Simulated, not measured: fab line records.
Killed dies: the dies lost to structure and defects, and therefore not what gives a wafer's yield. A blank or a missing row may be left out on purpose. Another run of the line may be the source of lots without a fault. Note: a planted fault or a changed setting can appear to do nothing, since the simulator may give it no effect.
Problem report, 8D (eight disciplines) form, completed by code / flow n5_finfet / the parts of the form that need people (team, actions taken, sign-off) are left out

== 1. THE ISSUE ==
Mean of killed_at_front_end at N5_PASSIVATION_PROBE_49: 157 across 4 wafers in 2 lots; on wafers with no fault it is 37 (standard deviation 11). That puts it +11 standard deviations away from the usual mean.
Seen first at day 16 22:25 on prober-02, wafer L983.1. The record has a number at this step for 6 wafers belonging to 2 lots. Rule for "out" (also "out of limits"): further than 4 standard deviations from the usual mean. All remaining wafers that have a number are taken as sound.

== 2. WHAT IT IS; WHAT IT IS NOT ==
question=which readings at this step | is=killed_at_front_end, defect_limited_yield, killed_dies, sort_bin_5_function, sort_n_pass, sort_yield_pct | is not=killed_at_M0_to_M3, killed_at_M4_up, killed_at_contacts, killed_at_other, killed_open, killed_short
question=which lots | is=L981, L983 | is not=-
question=which wafers of those lots | is=L981.1, L981.3, L983.1, L983.5 | is not=L981.6, L983.2
question=read on which tools | is=prober-02 | is not=-
question=when | is=from day 16 22:25 | is not=up to then (0 sound wafers); but 2 sound wafers of L981, L983 came after

== 3. SUSPECTS, AND WHAT RULES EACH OUT ==
Counting: any tool at a process step up to the reading remains a suspect provided it ran every lot that is out. Sound lots after the first of them don't rule it out here, since some wafers of a struck lot are sound.
- plasma_asher-02 at N5_SDB_STRIP_22 (strips in N2/H2): kept. It ran every lot that is out, first L981 (day 8 00:17).
- prober-02 at N5_PASSIVATION_PROBE_49: kept. It ran every lot that is out, first L983 (day 16 22:25). Out on those wafers are its own readings of defect_limited_yield, killed_at_front_end, killed_dies, sort_bin_5_function, sort_n_pass, sort_yield_pct.
- At N5_SDB_STRIP_22 on plasma_asher-02, chamber 0 took the sound wafers of the same lots and chamber 1 took the wafers that are out.
Remaining after the count are plasma_asher-02 at N5_SDB_STRIP_22 and prober-02 at N5_PASSIVATION_PROBE_49.

== 4. THE CAUSE (what the simulator had put in) ==
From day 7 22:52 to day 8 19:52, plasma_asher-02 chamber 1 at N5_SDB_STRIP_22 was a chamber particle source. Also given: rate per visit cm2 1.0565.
Counting leaves 2 suspects; this tool is one of them.

== 5. THE EFFECT CHAIN, in route order ==
Each row: a reading where the mean over the struck wafers with a number is more than 3 standard deviations away from the usual. Scope: only readings with a usual standard deviation given in the record; hours: median across lots of the time from each lot's start at the first step in this table that gives one to its start at this step; sigmas: change in usual standard deviations.
hours=0; step=N5_PASSIVATION_PROBE_49; reading=defect_limited_yield; usual=91.4 %; on struck wafers=81.8; change=-9.7; sigmas=-6.4
hours=0; step=N5_PASSIVATION_PROBE_49; reading=killed_at_front_end; usual=37; on struck wafers=157; change=+120; sigmas=+11
hours=0; step=N5_PASSIVATION_PROBE_49; reading=killed_dies; usual=102; on struck wafers=215; change=+113; sigmas=+6.3
hours=0; step=N5_PASSIVATION_PROBE_49; reading=killed_on_rim; usual=13; on struck wafers=29; change=+16; sigmas=+4.3
hours=0; step=N5_PASSIVATION_PROBE_49; reading=sort_bin_5_function; usual=5.1 %; on struck wafers=11.7; change=+6.6; sigmas=+6.0
hours=0; step=N5_PASSIVATION_PROBE_49; reading=sort_n_pass; usual=1078; on struck wafers=965; change=-113; sigmas=-6.3
hours=0; step=N5_PASSIVATION_PROBE_49; reading=sort_yield_pct; usual=91.4 %; on struck wafers=81.8; change=-9.7; sigmas=-6.4
The process steps in it:
- N5_PASSIVATION_PROBE_49

== 6. WHAT WOULD HAVE CAUGHT IT SOONER ==
The fault began at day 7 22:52; the first out-of-limits reading in this record came at day 16 22:25, 216 hours later.
An alarm limit of 4 standard deviations would not have fired on the tool readings at N5_SDB_STRIP_22 for which the record gives a usual standard deviation, since none of them was out on any struck wafer.
By day 16 22:25 the whole set of lots that are out, 2 in number, had already begun N5_SDB_STRIP_22 on plasma_asher-02. A hold on the tool at that time would have spared none of them.
